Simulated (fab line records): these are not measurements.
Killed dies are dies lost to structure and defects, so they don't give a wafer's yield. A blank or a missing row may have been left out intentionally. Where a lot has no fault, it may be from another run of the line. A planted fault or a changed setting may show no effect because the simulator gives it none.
Split-lot study :: flow n5_finfet :: 21 wafers read across 7 lots, on a route 1938 steps long

== THE SPLIT ITSELF ==
At N5_BEOL_M4_COAT_76 (time 60 s, resist thk 5 nm), the setting spin_rpm was moved away from the recipe's 1500 rpm on 7 of the 21 wafers read, by -6.9% to +5.1%. For the rest of the wafers, this setting stayed at what the recipe calls for.

== FROM THE SPLIT TO THE READING: what the file shows between them, 4 steps ==
- N5_BEOL_M4_EXPOSE_25: exposes mask V3, defocus 5 nm (also split here: dose_mj)
- N5_BEOL_M4_PEB_26: peb time 60 s
- N5_BEOL_M4_DEVELOP_27: develop time 30 s
- N5_BEOL_M4_DESCUM_33: chemistry O2, time 7 s

== THE READING ==
etch.depth_nm (the simulator's own value, which no gauge read), in nm, at N5_BEOL_M4_ETCH_77 (etches underlayer in N2/H2, target depth 6.5 nm, time 5.2 s). There is no usual value for it anywhere in the file. Across the 14 wafers here that went through the recipe, the average is 5.012 nm and the standard deviation 0.0083 nm.

wafer: L076.1
tool, chamber at the split: litho_track-05, 0
spin_rpm as run, rpm: 1500
against the recipe: recipe
etch.depth_nm, nm: 5.009
against lot-mates on the recipe: -

wafer: L076.3
tool, chamber at the split: litho_track-05, 0
spin_rpm as run, rpm: 1500
against the recipe: recipe
etch.depth_nm, nm: 5.011
against lot-mates on the recipe: -

wafer: L076.5
tool, chamber at the split: litho_track-05, 0
spin_rpm as run, rpm: 1500
against the recipe: recipe
etch.depth_nm, nm: 5.015
against lot-mates on the recipe: -

wafer: L077.2
tool, chamber at the split: litho_track-05, 0
spin_rpm as run, rpm: 1500
against the recipe: recipe
etch.depth_nm, nm: 5.016
against lot-mates on the recipe: -

wafer: L077.3
tool, chamber at the split: litho_track-05, 0
spin_rpm as run, rpm: 1548
against the recipe: +3.2%
etch.depth_nm, nm: 4.943
against lot-mates on the recipe: -0.073

wafer: L077.6
tool, chamber at the split: litho_track-05, 0
spin_rpm as run, rpm: 1548
against the recipe: +3.2%
etch.depth_nm, nm: 4.919
against lot-mates on the recipe: -0.097

wafer: L078.3
tool, chamber at the split: litho_track-05, 0
spin_rpm as run, rpm: 1500
against the recipe: recipe
etch.depth_nm, nm: 4.999
against lot-mates on the recipe: -

wafer: L078.4
tool, chamber at the split: litho_track-05, 0
spin_rpm as run, rpm: 1576
against the recipe: +5.1%
etch.depth_nm, nm: 4.883
against lot-mates on the recipe: -0.117

wafer: L078.6
tool, chamber at the split: litho_track-05, 0
spin_rpm as run, rpm: 1500
against the recipe: recipe
etch.depth_nm, nm: 5.001
against lot-mates on the recipe: -

wafer: L080.3
tool, chamber at the split: litho_track-04, 0
spin_rpm as run, rpm: 1500
against the recipe: recipe
etch.depth_nm, nm: 5.027
against lot-mates on the recipe: -

wafer: L080.4
tool, chamber at the split: litho_track-04, 0
spin_rpm as run, rpm: 1436
against the recipe: -4.3%
etch.depth_nm, nm: 5.117
against lot-mates on the recipe: +0.090

wafer: L080.5
tool, chamber at the split: litho_track-04, 0
spin_rpm as run, rpm: 1436
against the recipe: -4.3%
etch.depth_nm, nm: 5.133
against lot-mates on the recipe: +0.106

wafer: L083.3
tool, chamber at the split: litho_track-01, 0
spin_rpm as run, rpm: 1397
against the recipe: -6.9%
etch.depth_nm, nm: 5.184
against lot-mates on the recipe: +0.179

wafer: L083.5
tool, chamber at the split: litho_track-01, 0
spin_rpm as run, rpm: 1500
against the recipe: recipe
etch.depth_nm, nm: 5.005
against lot-mates on the recipe: -

wafer: L083.6
tool, chamber at the split: litho_track-01, 0
spin_rpm as run, rpm: 1500
against the recipe: recipe
etch.depth_nm, nm: 5.005
against lot-mates on the recipe: -

wafer: L086.1
tool, chamber at the split: litho_track-05, 0
spin_rpm as run, rpm: 1500
against the recipe: recipe
etch.depth_nm, nm: 5.023
against lot-mates on the recipe: -

wafer: L086.3
tool, chamber at the split: litho_track-05, 0
spin_rpm as run, rpm: 1572
against the recipe: +4.8%
etch.depth_nm, nm: 4.886
against lot-mates on the recipe: -0.128

wafer: L086.5
tool, chamber at the split: litho_track-05, 0
spin_rpm as run, rpm: 1500
against the recipe: recipe
etch.depth_nm, nm: 5.006
against lot-mates on the recipe: -

wafer: L091.1
tool, chamber at the split: litho_track-01, 0
spin_rpm as run, rpm: 1500
against the recipe: recipe
etch.depth_nm, nm: 5.018
against lot-mates on the recipe: -

wafer: L091.3
tool, chamber at the split: litho_track-01, 0
spin_rpm as run, rpm: 1500
against the recipe: recipe
etch.depth_nm, nm: 5.009
against lot-mates on the recipe: -

wafer: L091.4
tool, chamber at the split: litho_track-01, 0
spin_rpm as run, rpm: 1500
against the recipe: recipe
etch.depth_nm, nm: 5.023
against lot-mates on the recipe: -

THE FIT
A straight line over all 21 wafers: etch.depth_nm changes by -0.0257 nm for each +1% of spin_rpm; r = -0.99; the points scatter about the line by 0.0087 nm.
The same after taking each lot's own level away (the mean of its wafers on the recipe; 21 wafers): -0.025 nm for each +1%; r = -0.99; scatter 0.0076 nm.
On that fit, the largest move of spin_rpm shifts the reading by 0.17 nm.
The span of the lots' own levels, 5.0000 to 5.0270 nm, comes to 3.2 times the standard deviation stated above.
So the lot-to-lot level changes the slope little: the two slopes agree.
Check: for one of the wafers moved furthest among these (-6.9%), held out of the fit, the line's prediction against its lot-mates is +0.166 nm. It came out at +0.179 nm against them.

== OTHER SPLITS APPLIED TO THESE WAFERS ==
Other splits were also applied to these wafers ahead of the reading. Each is held against what the fit with the lots' levels taken away leaves over:
other split on the same wafers: N5_BEOL_M3_EXPOSE_08 dose_mj
wafers away from the commonest value: 3
r with etch.depth_nm (lot level and that fit taken away): -0.19

other split on the same wafers: N5_BEOL_M4_ILD_DEP_00 time_s
wafers away from the commonest value: 3
r with etch.depth_nm (lot level and that fit taken away): -0.21

other split on the same wafers: N5_BEOL_M4_COAT_05 spin_rpm
wafers away from the commonest value: 5
r with etch.depth_nm (lot level and that fit taken away): -0.08

other split on the same wafers: N5_BEOL_M4_EXPOSE_25 dose_mj
wafers away from the commonest value: 2
r with etch.depth_nm (lot level and that fit taken away): -0.12

== FILE'S OWN FIT ==
etch.depth_nm changes by -0.0252 nm for each +1% of spin_rpm, r = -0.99.
